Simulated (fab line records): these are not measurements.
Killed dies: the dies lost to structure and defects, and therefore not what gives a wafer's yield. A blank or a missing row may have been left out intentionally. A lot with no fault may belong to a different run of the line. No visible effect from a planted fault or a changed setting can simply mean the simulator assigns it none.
fab line records	flow nand-harc
record: lots: 6	wafers: 18	last-day: 25
route steps=1159 shown A_SLIT@802 A_SIN_REMOVE@804 A_WL_FILL@809 END@1159
lots that met no fault: taken from a fault-free run of the same line
start-h: the number of hours between the record's first day and the start of the first shown wafer of the lot	wait-h: hours since the lot's step before	" unchanged from the row above	L1.1+2: a row that stands for several wafers	- no value, or no start was given	* or withheld: withheld	< > ~ a bound
route shown NAME@n: a module of which the file shows steps, and the number in the route of the first	usual: mean and standard deviation over wafers with no fault	same: alike in all rows	chamber/n: place in a boat	sites: each site's reading	_std_site: how widely they spread, as a standard deviation	_edge_site: mean of outer sites minus mean of inner sites	radius-mm: for every site, how far away it sits from the centre of the wafer	mask NAME#n: copy n	behind: the last tool/chamber to shape the wafer	hold: what put the lot on hold/how long, in hours/how the hold closed	device: names the non-switching transistor (n, p or np)	end of line: tests of these same wafers at the route's end	step lacking rows: just its recipe	killed: not the wafer's yield, but the dies lost to structure and defects at the first sort	map: shows each die of a wafer: x if killed, . if not, _ if none is there
set.NAME: the setting as run; set.NAME@STEP: as run at that earlier step	model.NAME: the simulator's own value behind a step, which no gauge read
certain route steps with their lots: each step a table, each wafer a row
services: a tool's chamber out of use, with start hour (start-h, from the record's first day; less than 0 if before it), hours out, and reason
== steps ==
step: NHARC_A_SLIT_SRD_20
step: NHARC_A_SLIT_CD_MEAS_21
usual: cd-nm: 289.4/0.84
lot.wafer	tool	chamber	start-h	wait-h	cd-nm
L861.4	cd-sem-01	-	330.87	-	288.7
L861.5	"	-	"	"	289.7
L861.6	"	-	"	"	289.1
L873.1	cd-sem-01	-	405.72	-	290.5
L873.2	"	-	"	"	289.9
L873.5	"	-	"	"	289.8
L880.1	cd-sem-02	-	428.39	-	289.6
L880.4	"	-	"	"	289.2
L880.5	"	-	"	"	289.3
L879.1	cd-sem-02	-	449.68	-	290.8
L879.3	"	-	"	"	291.2
L879.4	"	-	"	"	289.8
L883.1	cd-sem-01	-	450.34	-	290.5
L883.2	"	-	"	"	290.2
L883.3	"	-	"	"	289.4
L884.3	cd-sem-03	-	464.86	-	289.3
L884.4	"	-	"	"	288.5
L884.6	"	-	"	"	288.4
step: NHARC_A_SIN_REMOVE_WET_00
recipe: temp-c: 160	time-s: 15300	chemistry: H3PO4
step: NHARC_A_SIN_REMOVE_PRECLEAN_01
recipe: time-s: *	temp-c: 50	bath-age-min: 0	chemistry: SC1
step: NHARC_A_SIN_REMOVE_SRD_02
step: NHARC_A_SIN_REMOVE_INSPECT_04
usual: raw-defect-count: 348/120
lot.wafer	tool	chamber	start-h	wait-h	raw-defect-count
L861.4	defect-inspect-02	-	338.38	0.0	302
L861.5	"	-	"	"	349
L861.6	"	-	"	"	302
L873.1	defect-inspect-02	-	413.45	0.0	523
L873.2	"	-	"	"	445
L873.5	"	-	"	"	226
L880.1	defect-inspect-02	-	436.14	0.0	344
L880.4	"	-	"	"	422
L880.5	"	-	"	"	396
L879.1	defect-inspect-01	-	457.30	0.0	328
L879.3	"	-	"	"	358
L879.4	"	-	"	"	577
L883.1	defect-inspect-02	-	457.30	0.0	219
L883.2	"	-	"	"	195
L883.3	"	-	"	"	303
L884.3	defect-inspect-02	-	472.39	0.0	253
L884.4	"	-	"	"	228
L884.6	"	-	"	"	168
step: NHARC_A_WL_FILL_ALD_00
recipe: target-thk-a: 30	pulse-time-s: 3	ald-cycles: 30	temp-c: 300	material: Al2O3
usual: heater-power-w: 477/54	precursor-pulse-height-rel: 0.999/0.02
lot.wafer	tool	chamber	start-h	wait-h	heater-power-w	precursor-pulse-height-rel
L861.4	ald-hk-04	1	338.50	0.1	380	1.009
L861.5	"	0	"	"	516	1.025
L861.6	"	1	"	"	401	0.991
L873.1	ald-hk-03	0	413.52	0.1	514	0.983
L873.2	"	1	"	"	426	0.972
L873.5	"	1	"	"	418	0.988
L880.4	ald-hk-04	1	436.54	0.4	366	1.009
L880.1	"	2	"	"	525	1.006
L880.5	"	0	"	"	520	1.004
L879.3	ald-hk-03	3	457.36	0.1	541	1.018
L879.1	"	0	"	"	507	1.007
L879.4	"	1	"	"	427	0.963
L883.3	ald-hk-01	1	457.37	0.1	434	1.028
L883.1	"	3	"	"	481	1.016
L883.2	"	0	"	"	448	1.039
L884.3	ald-hk-04	2	472.52	0.1	528	0.977
L884.4	"	3	"	"	444	1.045
L884.6	"	1	"	"	364	0.977
step: NHARC_A_WL_FILL_RTA_01
recipe: temp-c: 1000	time-s: 5
usual: anneal-temp-c-max: 1004.1/0.81	lamp-power-pct: 28.88/0.17	lamp_zone_2_pct: 28.89/0.17	wafer_temp_C_max: 1005.3/1.5
lot.wafer	tool	chamber	start-h	wait-h	anneal-temp-c-max	lamp-power-pct	lamp_zone_2_pct	wafer_temp_C_max
L861.4	rtp-anneal-01	0	338.96	0.4	1003.3	29.06	29.03	1005.8
L861.5	"	0	"	"	1003.2	29.03	29.06	1004.8
L861.6	"	0	"	"	1003.0	29.08	29.02	1004.4
L873.1	rtp-anneal-02	0	413.79	-	1004.6	28.71	28.67	1004.5
L873.2	"	0	"	"	1004.5	28.70	28.63	1004.8
L873.5	"	0	"	"	1004.1	28.64	28.67	1006.4
L880.1	rtp-anneal-01	0	436.78	-	1004.9	29.02	29.00	1007.0
L880.4	"	0	"	"	1003.4	29.01	29.02	1006.3
L880.5	"	0	"	"	1002.8	28.97	28.99	1004.9
L879.1	rtp-anneal-01	0	457.62	-	1004.5	29.07	29.08	1004.4
L879.3	"	0	"	"	1004.1	29.05	29.06	1003.7
L879.4	"	0	"	"	1003.7	29.07	29.02	1004.9
L883.1	rtp-anneal-02	0	457.74	-	1003.6	28.67	28.71	1004.5
L883.2	"	0	"	"	1004.0	28.67	28.77	1005.6
L883.3	"	0	"	"	1007.1	28.70	28.75	1007.3
L884.3	rtp-anneal-02	0	472.95	-	1004.0	28.72	28.75	1005.0
L884.4	"	0	"	"	1003.4	28.71	28.71	1005.9
L884.6	"	0	"	"	1003.5	28.69	28.69	1005.9
step: NHARC_A_WL_FILL_ALD_02
recipe: target-thk-a: 20	pulse-time-s: 3	ald-cycles: 100	temp-c: 450	material: TiN
usual: heater-power-w: 1121/130	precursor-pulse-height-rel: 1.004/0.02
lot.wafer	tool	chamber	start-h	wait-h	heater-power-w	precursor-pulse-height-rel
L861.4	ald-metal-01	1	339.17	0.2	1141	1.021
L861.6	"	3	"	"	987	1.022
L861.5	"	0	"	"	1124	0.980
L873.1	ald-metal-02	2	414.00	0.2	1159	1.007
L873.2	"	1	"	"	1211	1.031
L873.5	"	2	"	"	1170	1.029
L880.1	ald-metal-02	0	437.06	0.2	1120	0.999
L880.4	"	2	"	"	1169	0.991
L880.5	"	0	"	"	1137	1.001
L879.1	ald-metal-02	0	457.84	0.2	1129	0.990
L879.3	"	1	"	"	1253	1.017
L879.4	"	2	"	"	1190	0.995
L883.1	ald-metal-01	1	457.95	0.2	1139	1.003
L883.2	"	2	"	"	1172	0.989
L883.3	"	0	"	"	1151	0.966
L884.3	ald-metal-02	0	473.19	0.2	1116	0.986
L884.4	"	1	"	"	1194	0.976
L884.6	"	2	"	"	1177	0.974
step: NHARC_A_WL_FILL_CVD_03
recipe: target-thk-a: 400	temp-c: 300	pressure-torr: 40	wf6-flow-sccm: 40	h2-flow-sccm: 1600	ar-flow-sccm: 1560	time-s: 3302	material: W
usual: heater-power-w: 460/28	throttle-valve-pct: 7.98/0.21
lot.wafer	tool	chamber	start-h	wait-h	heater-power-w	throttle-valve-pct
L861.4	cvd-w-01	1	343.95	4.5	442	7.83
L861.5	"	0	"	"	508	7.93
L861.6	"	1	"	"	430	7.90
L873.1	cvd-w-02	1	414.44	0.1	430	7.87
L873.2	"	0	"	"	445	7.64
L873.5	"	0	416.75	2.4	446	7.83
L880.1	cvd-w-02	0	442.63	5.2	456	7.69
L880.4	"	0	"	"	460	7.83
L880.5	"	1	444.95	7.6	433	8.11
L883.2	cvd-w-01	1	458.39	0.1	449	7.98
L883.1	"	0	"	"	505	8.17
L883.3	"	1	"	"	460	8.03
L879.1	cvd-w-02	0	458.75	0.5	443	7.79
L879.4	"	1	"	"	430	8.14
L879.3	"	0	"	"	443	7.86
L884.4	cvd-w-02	1	480.50	7.0	425	8.03
L884.3	"	0	"	"	450	7.76
L884.6	"	1	"	"	435	8.16
step: NHARC_A_WL_FILL_ETCHBACK_04
recipe: target-depth-a: 600	time-s: 120	chemistry: NF3
usual: drypump-motor-current-A: 5.6/0.45	oes-product-au: 1.000/0.01	run-length-s: 141.1/0.31
lot.wafer	tool	chamber	start-h	wait-h	drypump-motor-current-A	oes-product-au	rf-hours-counter-h	run-length-s
L861.4	rie-metal-03	0	345.96	1.5	5.6	0.993	-	141.3
L861.6	"	1	"	"	6.0	0.997	-	141.3
L861.5	"	0	"	"	5.6	0.990	-	141.7
L873.2	rie-metal-02	0	417.69	2.3	5.3	0.998	0.5	140.6
L873.1	"	1	"	"	4.9	1.005	0.5	141.0
L873.5	"	0	"	"	5.3	0.990	-	140.7
L880.1	rie-metal-02	0	445.94	2.8	5.3	0.997	1.6	98.6
L880.4	"	1	"	"	4.9	0.995	-	141.1
L880.5	"	1	"	"	4.9	0.990	-	141.3
L879.1	rie-metal-02	1	461.57	2.4	4.9	0.997	1.9	141.0
L879.4	"	1	"	"	4.9	1.004	-	140.7
L879.3	"	0	"	"	5.3	0.991	-	99.0
L883.2	rie-metal-01	0	461.72	2.9	6.0	1.025	3.7	141.0
L883.1	"	1	"	"	6.0	1.001	3.7	141.4
L883.3	"	1	"	"	6.0	1.010	-	140.8
L884.3	rie-metal-03	0	482.93	1.5	5.6	0.997	-	141.6
L884.4	"	1	"	"	6.0	0.980	-	140.8
L884.6	"	0	"	"	5.5	0.996	-	141.3
step: NHARC_A_WL_FILL_ETCHBACK_05
recipe: target-depth-a: 220	time-s: 60	temp-c: 40	chemistry: Cl2/BCl3
usual: drypump-motor-current-A: 5.6/0.45	oes-product-au: 1.000/0.0094	run-length-s: 81.06/0.29
lot.wafer	tool	chamber	start-h	wait-h	drypump-motor-current-A	oes-product-au	rf-hours-counter-h	run-length-s
L861.4	rie-metal-03	1	346.13	0.1	6.0	1.013	-	80.98
L861.6	"	1	"	"	6.0	1.004	-	80.86
L861.5	"	0	"	"	5.6	1.001	-	81.21
L873.1	rie-metal-02	0	417.93	0.2	5.3	0.992	0.6	80.82
L873.2	"	1	"	"	4.9	1.004	0.6	80.82
L873.5	"	1	"	"	4.9	0.995	-	80.99
L880.1	rie-metal-02	1	446.16	0.2	4.9	0.998	1.8	80.90
L880.4	"	0	"	"	5.3	0.996	-	80.81
L880.5	"	0	"	"	5.3	1.005	-	81.19
L883.1	rie-metal-01	0	461.97	0.2	6.0	1.007	3.9	80.69
L883.2	"	0	"	"	6.0	1.019	-	80.76
L883.3	"	0	"	"	6.0	1.017	-	81.23
L879.1	rie-metal-02	0	462.00	0.4	5.3	0.986	2.2	80.94
L879.4	"	1	"	"	4.9	0.999	-	80.91
L879.3	"	0	"	"	5.3	0.995	-	80.61
L884.3	rie-metal-03	0	483.13	0.2	5.6	1.003	-	81.37
L884.4	"	1	"	"	6.0	0.988	-	80.86
L884.6	"	1	"	"	6.0	0.991	-	81.41
step: NHARC_END_SORT_01
recipe: temp-c: 25
usual: killed-at-array: 25/9.2	killed-at-other: 0.9/1.3	killed-at-periphery: 3.3/2.3	killed-dies: 29/9.6	killed-open: 3.2/1.8	killed-short: 2/1.4
same: gross-dies: 677
lot.wafer	tool	chamber	start-h	wait-h	killed-at-array	killed-at-other	killed-at-periphery	killed-dies	killed-open	killed-short
L880.1	prober-01	0	559.48	2.5	614	1	1	616	3	3
L879.3	prober-02	0	568.82	3.1	606	2	1	609	3	1
killed by level:class
L880.1 A_WL_FILL:area-etchback=599 A_CHANNEL_HOLE_D1:chamber-film-flake=5 A_CONTACT:chamber-film-flake=3 A_CONTACT:geometric-particle:open=2 A_ONON_D1:geometric-particle:short=1 A_ONON_D1:geometric-particle:open=1 A_CONTACT:geometric-particle:short=1 A_M0:geometric-particle:short=1
L879.3 A_WL_FILL:area-etchback=571 A_CHANNEL_HOLE_D1:chamber-film-flake=14 A_SLIT:chamber-film-flake=8 A_CONTACT:chamber-film-flake=7 A_CHANNEL_FILL_D1:chamber-film-flake=2 THIN_TSV:chamber-film-flake=2 A_SOURCE_PLATE:geometric-particle:open=1 A_STAIRCASE:geometric-particle:open=1
map L879.3 (x killed, . not)
____________x____________
_________xxxxxxx_________
_______xxxxxxxxxxx_______
______xxxxxxxxxxxxx______
_____x.xxxxxxxxxxx.x_____
____xxxxxxxxxxxxxxxxx____
____xxxxxxxxxxxxxxxxx____
___xxxxxxxxxxxxxxxx.xx___
___xxxxxxxxxxxxx.xxxxx___
__xxxxxxxxxxxxxxxxx.xxx__
__xxxxxxxxxxx.xxxx.xxxx__
_xxxxxxxxxxxxxx.xxxxxxxx_
_xxx.xx...x.xxxxxxxxxxxx_
_xxxxxxxxxxxxxxxxxxxxxx._
_xxxxxxxxxxxxxxxxxx.xxxx_
_x.xxx.x.xxxxxxxx.xxx.xx_
xxxx.xxxxxxxx.xxxxxxx.xxx
xx.xxxxxxxxxxxxxxxxxxxxxx
.xxxxxx.xxxxxx.xxxxxxx.xx
xxxxx.xxx.x.xxxxxxxx.xxxx
xxxxxxxxxxxxxxxxxxxxxx.xx
_x.xxxx.xxxxxx.xx.xxxxxx_
_xxxxxx.xxxxxxxxx.xxxxxx_
_xxxx..xxxxxx.xxxx.x.xxx_
_xxxxxx..xx.xx.xxxxxxxxx_
_.xxxxxx.xxxxxxxxxxxx.xx_
__xxxxxxxx.xxxxxxxx.xx.__
__xxxxxx.xxx.xxxx.xxxxx__
___xxxxxx.xxxxxxxxx.xx___
___xxxxxxxxxxxxx.xxx.x___
____xxxxxxxxxxxxxxxxx____
____xxxxxx.xxxxxxxxxx____
_____xxx.x.xxxx.xxxx_____
______xx.xxxxxxxxxx______
_______xxxxxxxxxxx_______
_________..xxxxx_________
____________x____________
map L880.1 (x killed, . not)
____________x____________
_________xxx.xxx_________
_______xxxxxx.xxx._______
______xxxxxxxxxxxx.______
_____xxx.xxxxxx.x.x._____
____xxxxxxxxxxxxxxxxx____
____xxxxxxxxxxxxxxxxx____
___.xxxxxxxxxxxxxxxxx.___
___xxxxxxxxxxxxxxxxx.x___
__xxxxxxxxxxxxxxxxxxxxx__
__xxxxxxxxxxxxxxxx.xxxx__
_.xxxxxxxxxxxxx.xxxxxxxx_
_..xxx.xxxxxxxxxxx.x.xxx_
_xxxxxxxxx.xxxxxxxxx.x.x_
_xxxxxxxxxxxxxxxxxxx.x.._
_xxxxxxxxxxxx.xx.xxxx.xx_
xxxxxxxxxxxxxxxxxxxxxxxxx
xxx.xxxxxxxxxxxxxxxxx..xx
xxxxxxxxxxxxxxxxxxxxxxxxx
xxxxxxxxxxxxxxxxxxxxxx.x.
xxxxxxxxxxxxxxxxxxxx.xxx.
_xxxx.xxxxxxxxxxxxxxxxx._
_xxxxxxxxxxxxxxxxxxxxxxx_
_xxxxxxxxxxxxxxxxxxxxxxx_
_xxxx.xxxxxx.xxxxxxxx.xx_
_xxxxxx.xxxxxxxxxxxxxxx._
__xxxxxxxxxxx.x.xxxx.xx__
__xxxxxxxxxxxxxxx.xxxxx__
___xxxxxxxxxxxxxxxxxxx___
___xxx..xxxxxxxxxxxxxx___
____xxxxxxxxxxxx.xxxx____
____xxxxxxxxxxx.x.xxx____
_____xxxx..xxxx..xxx_____
______xx.xxxxxxxxxx______
_______xx.xxxxxxx._______
_________x.x.x.x_________
____________x____________
== services ==
tool	chamber	start-h	hours	kind
cvd-w-02	0	322.00	4.2	repair
ald-hk-03	-	327.12	10.0	pm
rie-metal-01	-	332.00	9.0	pm
ald-metal-02	-	364.01	10.0	pm
ald-metal-02	0	364.01	10.0	vent-cycle
ald-metal-02	1	364.01	10.0	vent-cycle
ald-metal-02	2	364.01	10.0	vent-cycle
ald-metal-02	3	364.01	10.0	vent-cycle
ald-metal-02	0	374.01	-	clean
ald-metal-02	1	374.01	-	clean
ald-metal-02	2	374.01	-	clean
cvd-w-02	-	379.65	13.0	pm
rie-metal-02	-	388.00	9.0	pm
rie-metal-02	0	388.00	9.0	vent-cycle
rie-metal-02	1	388.00	9.0	vent-cycle
rie-metal-02	0	397.00	-	clean
rie-metal-02	1	397.00	-	clean
rtp-anneal-02	-	397.18	2.6	repair
ald-hk-01	-	406.00	10.0	pm
rie-metal-03	-	408.25	0.2	repair
rie-metal-03	-	446.66	0.3	repair
rie-metal-03	-	453.00	9.0	pm
cvd-w-01	-	474.02	13.0	pm
cvd-w-02	-	482.44	0.6	repair
== key ==
first-sign: step: NHARC_A_WL_FILL_ETCHBACK_04	reading: run-length-s	direction: down	sigmas: 99+	usual: *	struck: *
effect: step: NHARC_END_SORT_01	reading: killed-at-array	direction: up	sigmas: 63	usual: 25	struck: 610
more-kills-born-at: NHARC_A_WL_FILL_ETCHBACK_04@rie-metal-02: 1170
met-at NHARC_A_WL_FILL_ETCHBACK_04
struck-wafers L879.3,L880.1
later-rows-left-out L879.3,L880.1
tester-left-out L879,L880
onset-between 417.69 445.94
fault: kind: process-parameter-drift	tool: rie-metal-02	chamber: 0	onset-h: 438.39	steps: NHARC_A_WL_FILL_ETCHBACK_04	channel: time-s	offset: *	shape: step	acts-in: *	stated: *
tester-left-out: of these lots the tester's yield and bins aren't shown, on N5 and GAA mostly nor the transistor test; their killed dies are dies lost to structure and defects alone, not to doping, threshold or leakage, so they don't give the yield
later-rows-left-out: the simulator's readings of these wafers behind a module that went badly wrong aren't trusted and aren't shown, but for the sort
